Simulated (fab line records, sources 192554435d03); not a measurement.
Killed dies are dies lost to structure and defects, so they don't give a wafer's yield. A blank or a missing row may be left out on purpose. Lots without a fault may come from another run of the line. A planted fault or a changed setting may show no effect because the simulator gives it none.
A struck lot beside a sound one | flow n5_finfet | 28 steps out of a route of 1938
Sound: wafers L419.1, L419.3, L419.4. Struck: wafer L430.4. (L430.5, L430.6 of the same lot were not struck and are left out.) The cause comes at the end.
At each step with rows: each side's tool, then ch and its chambers, then its first start. Under that, the readings that differ: sound wafers | struck wafers | difference of the means | sigmas: that difference in standard deviations of wafers without a fault.
alike: readings whose means differ by less than 2 such deviations, and words and numbers that are the same on both sides. not compared: withheld readings, readings that some wafer has no value for, bounds like >300 that may hide the same value, and numbers for which the record gives no deviation and whose values overlap.
The two part at a step that has a row with sigmas, a row that says differs or no value, or rows on one side only. Numbers that don't overlap but have no deviation are shown without sigmas and don't part them. A reading that every wafer of one side lacks parts them only if that side has two wafers or more.

first, 9 steps without rows for these wafers: N5_BEOL_M2_COAT_05 (resist thk 30 nm); N5_BEOL_M2_EBR_07; N5_BEOL_M2_SOFTBAKE_06 (time 60 s); N5_BEOL_M2_EXPOSE_08 (exposes mask M2); N5_BEOL_M2_PEB_09 (peb time 60 s); N5_BEOL_M2_DEVELOP_10 (develop time 30 s); N5_BEOL_M2_DESCUM_16 (chemistry O2, time 7 s); N5_BEOL_M2_ETCH_74 (etches underlayer in N2/H2, target depth 6.5 nm, time 5.2 s); N5_BEOL_M2_ETCH_63 (etches SiARC in CF4, target depth 15.6 nm, time 26 s).
N5_BEOL_M2_ETCH_64: etches SOC in N2/H2, target depth 75 nm, overetch 22.5 nm, time 121.9 s.
  sound on rie_diel-06 ch 0,1,3, day 9 01:53; struck on rie_diel-06 ch 1, day 11 14:47
  alike: drypump_motor_current_A, oes_product_au, rf_vpp_V, showerhead_plenum_p_Torr, throttle_valve_pct
  not compared: rf_hours_counter_h
then, 14 steps without rows for these wafers: N5_BEOL_M2_STRIP_65 (strips in N2/H2); N5_BEOL_M2_STRIP_75 (strips in N2/H2); N5_BEOL_M2_STRIP_66 (strips in CF4); N5_BEOL_M2_HM_OPEN_17 (chemistry Cl2/BCl3, target TiN, target depth 20 nm, overetch 6 nm); N5_BEOL_M2_STRIP_19 (strips in O2); N5_BEOL_M2_COAT_67 (time 60 s, resist thk 60 nm); N5_BEOL_M2_COAT_68 (time 60 s, resist thk 12 nm); N5_BEOL_M2_COAT_76 (time 60 s, resist thk 5 nm); N5_BEOL_M2_COAT_22 (resist thk 30 nm); N5_BEOL_M2_EBR_24; N5_BEOL_M2_SOFTBAKE_23 (time 60 s); N5_BEOL_M2_EXPOSE_25 (exposes mask V1, defocus 5 nm); N5_BEOL_M2_PEB_26 (peb time 60 s); N5_BEOL_M2_DEVELOP_27 (develop time 30 s).
N5_BEOL_M2_INSPECT_30: inspects for defects (brightfield).
  sound on defect_inspect-02, day 9 02:39; struck on defect_inspect-01, day 11 15:43
  reading          | sound       | struck | difference | sigmas
  raw_defect_count | 487 450 314 | 1576   | +1159      | +12
then, 1 step without rows for these wafers: N5_BEOL_M2_DESCUM_33 (chemistry O2, time 7 s).
N5_BEOL_M4_RC_MEAS_101:
  sound on prober-02 ch 0, day 10 17:52; struck on prober-01 ch 0, day 13 06:58
  reading        | sound             | struck | difference | sigmas
  DIBL_N (mV/V)  | 36.0 38.4 35.9    | 40.2   | +3.4       | +2
  DIBL_P (mV/V)  | 33.3 36.2 33.6    | 40.2   | +5.8       | +4
  IOFF_N (nA/um) | 0.136 0.192 0.137 | 0.245  | +0.090     | +4
  IOFF_P (nA/um) | 0.197 0.230 0.186 | 0.299  | +0.095     | +3
  ION_N (uA/um)  | 669 677 667       | 693    | +22        | +3
  SS_N (mV/dec)  | 71.3 71.5 71.5    | 72.9   | +1.5       | +3
  SS_P (mV/dec)  | 72.4 73.5 72.3    | 73.9   | +1.2       | +2
  alike: ION_P, VT_N, VT_P
-- the record jumps here: 4 days lie between the struck wafers' starts before and after (it left off in module BEOL_M4 and takes up again in module PASSIVATION, whose first step shown is number 1936 of the route) --
N5_PASSIVATION_PROBE_49:
  the record has rows for the struck wafers here (prober-02, day 17 02:50) and none for the sound ones

WHERE THEY PART
First at N5_BEOL_M2_INSPECT_30; last, within this record, at N5_PASSIVATION_PROBE_49.

WHY: what the simulator had put in
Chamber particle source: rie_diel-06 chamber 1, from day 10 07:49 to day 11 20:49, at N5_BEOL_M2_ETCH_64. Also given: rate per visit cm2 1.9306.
